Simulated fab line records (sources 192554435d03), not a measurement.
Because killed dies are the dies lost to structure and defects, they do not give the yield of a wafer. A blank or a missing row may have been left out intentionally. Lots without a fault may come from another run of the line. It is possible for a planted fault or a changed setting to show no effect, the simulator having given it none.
Which of the tools did it? | flow n5 finfet | 27 wafers from 9 lots sampled at 5 of the route's 1938 steps

WHAT EACH GAUGE READ, for each wafer
N5_BEOL_M3_OVL_MEAS_29. Usual: for V2_OVL the level is 0.1 nm and the standard deviation is 0.66.
lot  | measured     | on         | V2_OVL (nm)    | flag
L265 | day 7 09:47  | overlay-01 | -0.1 0.9 0.3   |
L273 | day 9 11:47  | overlay-02 | 0.1 -0.4 -0.5  |
L274 | day 9 14:35  | overlay-01 | 1.3 0.7 1.4    |
L279 | day 11 16:48 | overlay-01 | -0.4 0.2 -0.3  |
L281 | day 11 16:59 | overlay-01 | -0.3 -1.0 -0.5 |
L284 | day 12 06:46 | overlay-01 | 0.4 0.0 -0.2   |
L285 | day 12 13:28 | overlay-01 | -0.9 0.1 -0.7  |
L286 | day 12 21:25 | overlay-02 | -0.4 0.7 0.5   |
L287 | day 13 05:10 | overlay-01 | 0.7 0.4 0.9    |

N5_BEOL_M4_RC_MEAS_101. Usual: DIBL_N 36.0 mV/V, standard deviation 1.7; DIBL_P 35.8 mV/V, standard deviation 2; IOFF_N 0.15 nA/um, standard deviation 0.03; IOFF_P 0.20 nA/um, standard deviation 0.037; ION_N 670 uA/um, standard deviation 12; ION_P 460 uA/um, standard deviation 7.2; SS_N 71.5 mV/dec, standard deviation 0.68; SS_P 73.2 mV/dec, standard deviation 0.65; VT_N 250 mV, standard deviation 3.1; VT_P -251 mV, standard deviation 3.4.
lot  | measured     | on        | DIBL_N (mV/V)  | DIBL_P (mV/V)  | IOFF_N (nA/um) | IOFF_P (nA/um) | ION_N (uA/um) | ION_P (uA/um) | SS_N (mV/dec)  | SS_P (mV/dec)  | VT_N (mV)   | VT_P (mV)      | flag
L265 | day 8 07:37  | prober-01 | 36.4 34.2 34.7 | 35.4 31.6 32.5 | 0.16 0.11 0.13 | 0.20 0.16 0.16 | 664 655 662   | 456 455 454   | 71.6 70.5 71.2 | 73.0 72.0 72.5 | 250 256 253 | -251 -256 -257 |
L273 | day 10 15:08 | prober-02 | 36.1 35.6 36.9 | 34.8 35.0 34.9 | 0.18 0.16 0.18 | 0.23 0.23 0.23 | 668 691 671   | 458 471 458   | 71.5 71.1 72.4 | 73.4 73.6 73.5 | 247 248 250 | -249 -247 -247 |
L274 | day 10 21:30 | prober-01 | 37.7 36.0 34.8 | 38.1 35.1 33.7 | 0.19 0.15 0.13 | 0.27 0.21 0.18 | 687 656 678   | 477 455 462   | 71.5 71.8 71.3 | 73.5 72.4 73.1 | 248 249 251 | -244 -249 -249 |
L279 | day 12 17:39 | prober-01 | 35.4 35.4 34.2 | 35.2 36.6 32.8 | 0.14 0.16 0.12 | 0.20 0.23 0.17 | 676 674 670   | 469 466 457   | 71.5 71.5 71.4 | 73.1 73.0 72.7 | 252 249 251 | -249 -247 -252 |
L281 | day 12 18:06 | prober-02 | 34.7 36.5 36.4 | 33.5 35.0 35.7 | 0.13 0.15 0.15 | 0.19 0.22 0.22 | 671 647 658   | 460 448 456   | 71.4 72.0 71.8 | 72.2 72.6 72.8 | 252 251 251 | -249 -247 -247 |
L284 | day 13 11:05 | prober-02 | 34.7 37.6 34.3 | 33.9 37.7 33.2 | 0.13 0.17 0.12 | 0.18 0.24 0.17 | 664 684 653   | 454 467 452   | 70.7 71.3 70.4 | 73.4 73.3 72.3 | 252 249 250 | -249 -249 -254 |
L285 | day 13 10:17 | prober-01 | 37.4 35.4 34.9 | 37.8 36.2 35.6 | 0.17 0.14 0.13 | 0.21 0.18 0.17 | 682 659 657   | 463 457 461   | 72.0 71.1 71.0 | 74.5 73.8 73.4 | 251 254 253 | -251 -253 -256 |
L286 | day 13 17:25 | prober-02 | 34.7 35.7 37.3 | 33.1 35.3 35.7 | 0.14 0.15 0.17 | 0.17 0.20 0.21 | 671 684 665   | 462 465 457   | 71.1 70.8 71.3 | 72.5 73.3 72.6 | 248 247 248 | -253 -252 -250 |
L287 | day 14 05:07 | prober-02 | 36.1 32.9 36.1 | 37.4 33.9 37.3 | 0.16 0.12 0.16 | 0.21 0.17 0.20 | 685 672 681   | 467 457 460   | 71.8 70.4 71.1 | 73.0 72.3 73.9 | 251 252 249 | -252 -252 -253 |

WHICH TOOL RAN EACH LOT (tool, then ch and the chambers of the sampled wafers, then the start)
lot  | N5_BEOL_M3_ALD_98                 | N5_BEOL_M3_ETCHBACK_99             | N5_BEOL_M3_STRIP_97
L265 | ald sin-02 ch 1,2,3, day 7 10:12  | rie diel-05 ch 0,2,3, day 7 14:49  | rie diel-05 ch 0,2,3, day 7 15:08
L273 | ald sin-01 ch 0,3, day 9 12:10    | rie diel-01 ch 0,2,3, day 9 19:50  | rie diel-01 ch 0,2,3, day 9 20:08
L274 | ald sin-02 ch 1,2,3, day 9 14:49  | rie diel-05 ch 0,2,3, day 10 04:46 | rie diel-05 ch 0,2,3, day 10 05:04
L279 | ald sin-02 ch 0,1,3, day 11 17:11 | rie diel-01 ch 1,2,3, day 11 18:53 | rie diel-01 ch 1,2,3, day 11 19:13
L281 | ald sin-02 ch 1,3, day 11 17:17   | rie diel-01 ch 2,3, day 12 00:37   | rie diel-01 ch 2,3, day 12 00:56
L284 | ald sin-01 ch 0,1,3, day 12 07:35 | rie diel-01 ch 0,1, day 12 17:45   | rie diel-01 ch 0,1, day 12 18:04
L285 | ald sin-04 ch 1,3, day 12 13:45   | rie diel-01 ch 0,3, day 12 18:13   | rie diel-01 ch 0,3, day 12 18:32
L286 | ald sin-02 ch 0,1, day 12 21:40   | rie diel-05 ch 1,2,3, day 12 21:52 | rie diel-05 ch 1,2,3, day 12 22:11
L287 | ald sin-01 ch 0,2, day 13 05:46   | rie diel-01 ch 0,2,3, day 13 06:00 | rie diel-01 ch 0,2,3, day 13 06:19
- N5_BEOL_M3_ALD_98: deposits SiO2, target thk 2.5 nm, pulse time 1 s, co reactant pulse time 1 s.
- N5_BEOL_M3_ETCHBACK_99: etches SiO2 in CHF3, target depth 5 nm, time 10.4 s.
- N5_BEOL_M3_STRIP_97: strips in N2/H2, time 10 s.

AS READ BY THE TOOLS THEMSELVES (means over the sampled wafers that have a number; for cases with no such wafer, the mark the record gives instead)
N5_BEOL_M3_ALD_98. Usual: heater power w 78 W, standard deviation 4.9; precursor pulse height rel 0.998, standard deviation 0.019.
lot  | tool       | heater power w (W) | precursor pulse height rel | flag
L265 | ald sin-02 | 80                 | 0.999                      |
L273 | ald sin-01 | 82                 | 0.995                      |
L274 | ald sin-02 | 80                 | 0.991                      |
L279 | ald sin-02 | 79                 | 1.008                      |
L281 | ald sin-02 | 80                 | 1.000                      |
L284 | ald sin-01 | 77                 | 0.971                      |
L285 | ald sin-04 | 77                 | 1.017                      |
L286 | ald sin-02 | 79                 | 0.984                      |
L287 | ald sin-01 | 77                 | 1.011                      |

N5_BEOL_M3_ETCHBACK_99. Usual: drypump motor current A 5.9 A, standard deviation 0.38; oes product au 0.73 a.u., standard deviation 0.07; rf vpp V 241 V, standard deviation 3.4; showerhead plenum p Torr 2.12 Torr, standard deviation 0.081; throttle valve pct 17.20 %, standard deviation 0.23.
lot  | tool        | drypump motor current A (A) | oes product au (a.u.) | rf vpp V (V) | showerhead plenum p Torr (Torr) | throttle valve pct (%) | flag
L265 | rie diel-05 | 6.3                         | 0.70                  | 243          | 2.10                            | 17.25                  |
L273 | rie diel-01 | 5.7                         | 0.77                  | 241          | 2.13                            | 17.16                  |
L274 | rie diel-05 | 6.2                         | 0.77                  | 244          | 2.18                            | 17.13                  |
L279 | rie diel-01 | 5.6                         | 0.76                  | 241          | 2.15                            | 17.22                  |
L281 | rie diel-01 | 5.3                         | 0.82                  | 242          | 2.14                            | 17.07                  |
L284 | rie diel-01 | 6.1                         | 0.68                  | 241          | 2.09                            | 17.34                  |
L285 | rie diel-01 | 6.0                         | 0.70                  | 240          | 2.10                            | 17.32                  |
L286 | rie diel-05 | 6.1                         | 0.78                  | 245          | 2.22                            | 16.97                  |
L287 | rie diel-01 | 5.7                         | 0.75                  | 241          | 2.12                            | 17.21                  |

N5_BEOL_M3_STRIP_97. Usual: for bias power w, 7.000 W with a standard deviation of 0.02; for chamber pressure mTorr, 19.999 mTorr with a standard deviation of 0.018; for drypump motor current A, 5.9 A with a standard deviation of 0.38; for oes product au, 0.73 a.u. with a standard deviation of 0.066; for rf vpp V, 59.0 V with a standard deviation of 0.89; for showerhead plenum p Torr, 2.50 Torr with a standard deviation of 0.095; for throttle valve pct, 23.7 % with a standard deviation of 0.38.
lot  | tool        | bias power w (W) | chamber pressure mTorr (mTorr) | drypump motor current A (A) | oes product au (a.u.) | rf vpp V (V) | showerhead plenum p Torr (Torr) | throttle valve pct (%) | flag
L265 | rie diel-05 | 7.000            | 20.009                         | 6.3                         | 0.70                  | 58.8         | 2.48                            | 23.7                   |
L273 | rie diel-01 | 6.984            | 19.988                         | 5.7                         | 0.77                  | 59.1         | 2.50                            | 23.9                   |
L274 | rie diel-05 | 7.021            | 19.985                         | 6.3                         | 0.78                  | 60.0         | 2.58                            | 23.6                   |
L279 | rie diel-01 | -                | -                              | -                           | -                     | -            | -                               | -                      | OFF
L281 | rie diel-01 | -                | -                              | -                           | -                     | -            | -                               | -                      | OFF
L284 | rie diel-01 | 7.007            | 20.001                         | 6.1                         | 0.69                  | 58.7         | 2.46                            | 24.0                   |
L285 | rie diel-01 | 7.030            | 19.994                         | 6.0                         | 0.69                  | 59.1         | 2.46                            | 24.0                   |
L286 | rie diel-05 | 6.993            | 20.006                         | 6.1                         | 0.78                  | 59.2         | 2.61                            | 23.3                   |
L287 | rie diel-01 | 7.004            | 19.997                         | 5.7                         | 0.75                  | 59.3         | 2.49                            | 23.9                   |

THE ANSWER, worked out from the rows above alone
Rule: a lot is off if the mean of its wafers that have a number lies more than 3 standard deviations from the usual mean. Also off: a lot with no number at a reading for which 4 or more lots have one. All remaining lots with rows at the step are treated as sound. Order of review: gauges by route order, followed by the tools' own readings, for which a lot's mean as printed above is used. The first step at which some lot is off is used, and at that step the reading that is off furthest; a lot without a number counts as furthest.
Off: L279, L281, at N5_BEOL_M3_STRIP_97 (bias power w). Without a number there: L279, L281.
If a tool, at that step or one of the process steps before it, ran each lot that is off and ran no sound lot following the first of them, it fits. Of those tried, none fits.

WHAT THE SIMULATOR PUT IN
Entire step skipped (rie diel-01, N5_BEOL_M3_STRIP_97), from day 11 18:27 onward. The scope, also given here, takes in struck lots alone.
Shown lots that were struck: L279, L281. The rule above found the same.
